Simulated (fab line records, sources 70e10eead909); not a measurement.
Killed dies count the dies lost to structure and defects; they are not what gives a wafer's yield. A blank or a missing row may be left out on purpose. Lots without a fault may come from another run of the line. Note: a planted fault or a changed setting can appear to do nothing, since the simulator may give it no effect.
Comparing a struck lot with a sound one | flow nand harc | 15 steps out of a route of 1159
Sound: wafers L101.2, L101.4, L101.6. Struck: wafers L999.2, L999.4, L999.5. The cause comes at the end.
At each step with rows: each side's tool, then ch and its chambers, then its first start. Under that, the readings that differ: sound wafers | struck wafers | difference of the means | sigmas: that difference in standard deviations of wafers without a fault.
alike: a reading whose means differ by less than 2 such deviations, as well as words and numbers matching on both sides. not compared: withheld readings; readings where some wafer has no value; bounds like >300 that might hide an equal value; numbers whose values overlap and for which the record gives no deviation.
Wherever a step has rows on one side only, a row that says differs or no value, or a row with sigmas, the two part there. When numbers do not overlap yet have no deviation, they are printed without sigmas and do not part them. Lack of a reading on every wafer of one side parts them only where that side has two or more wafers.

first, 8 steps without rows for these wafers: NHARC_P_BONDPAD_HMDS_02 (time 30 s); NHARC_P_BONDPAD_COAT_36 (time 65 s); NHARC_P_BONDPAD_COAT_03 (resist thk 600 nm); NHARC_P_BONDPAD_SOFTBAKE_04 (time 70 s); NHARC_P_BONDPAD_EBR_05; NHARC_P_BONDPAD_EXPOSE_06 (exposes mask P BPAD); NHARC_P_BONDPAD_PEB_07 (peb time 80 s); NHARC_P_BONDPAD_DEVELOP_08 (time 50 s).
NHARC_P_BONDPAD_CD_MEAS_09: the cd target is 500 nm.
  sound on cd sem-02 ch 0, day 11 10:58; struck on cd sem-03 ch 0, day 11 01:00
  alike: cd nm
NHARC_P_BONDPAD_OVL_MEAS_38:
  sound: overlay-02 at day 11 11:03; struck: overlay-01 at day 11 01:05
  alike: overlay x nm, overlay y nm
then, 1 step without rows for these wafers: NHARC_P_BONDPAD_HARDBAKE_10 (time 65 s).
NHARC_P_BONDPAD_DESCUM_11: chemistry O2, time 3 s.
  sound on rie diel-07 ch 0,2,3, day 11 11:11; struck on rie diel-08 ch 0,1,3, day 11 01:13
  alike: drypump motor current A, oes product au, rf vpp V, showerhead plenum p Torr, throttle valve pct
  not compared: rf hours counter h
NHARC_P_BONDPAD_ETCH_37: etches the open film in N2/H2, target depth 60 nm, overetch 18 nm, time 65.91 s.
  sound on rie diel-07 ch 0,2,3, day 11 11:16; struck on rie diel-08 ch 0,1,3, day 11 01:19
  reading               | sound             | struck            | difference | sigmas
  oes product au (a.u.) | 0.987 1.008 1.009 | 0.835 0.834 0.844 | -0.164     | -17
  alike: drypump motor current A, rf vpp V, showerhead plenum p Torr, throttle valve pct
  not compared: rf hours counter h
NHARC_P_BONDPAD_ETCH_12: etches the open film in CHF3/O2, target depth 200 nm, time 100 s.
  sound: rie diel-07 ch 0,2; struck: rie diel-08 ch 1,2,3
  alike: drypump motor current A, oes product au, rf vpp V, showerhead plenum p Torr, throttle valve pct
  not compared: rf hours counter h
-- break in the record here, with 13 days between the starts of the struck wafers on either side (left off in module P_BONDPAD, picked up again in module END, where the first step shown is number 1159 on the route) --
NHARC_END_SORT_01:
  sound on prober-01 ch 0, day 24 13:03; struck on prober-02 ch 0, day 23 23:20
  reading                  | sound          | struck         | difference | sigmas
  defect limited yield (%) | 96.9 98.2 97.0 | 93.8 95.4 94.2 | -2.9       | -2
  killed at periphery      | 1 4 3          | 11 6 5         | +5         | +2
  killed dies              | 21 12 20       | 42 31 39       | +20        | +2
  sort_bin_4_pct (%)       | 1.9 1.3 1.9    | 4.1 2.5 4.1    | +1.9       | +2
  sort n pass              | 656 665 657    | 635 646 638    | -20        | -2
  sort yield pct (%)       | 96.9 98.2 97.0 | 93.8 95.4 94.2 | -2.9       | -2
  alike: killed at array, killed at other, killed open, killed short, sort_bin_2_pct, sort_bin_3_pct, sort rim yield pct

WHERE THEY PART
Last at NHARC_END_SORT_01 as far as this record goes, first at NHARC_P_BONDPAD_ETCH_37.

WHY: the cause the simulator had injected
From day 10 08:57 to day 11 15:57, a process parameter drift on rie diel-08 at NHARC_P_BONDPAD_ETCH_37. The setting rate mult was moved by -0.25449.
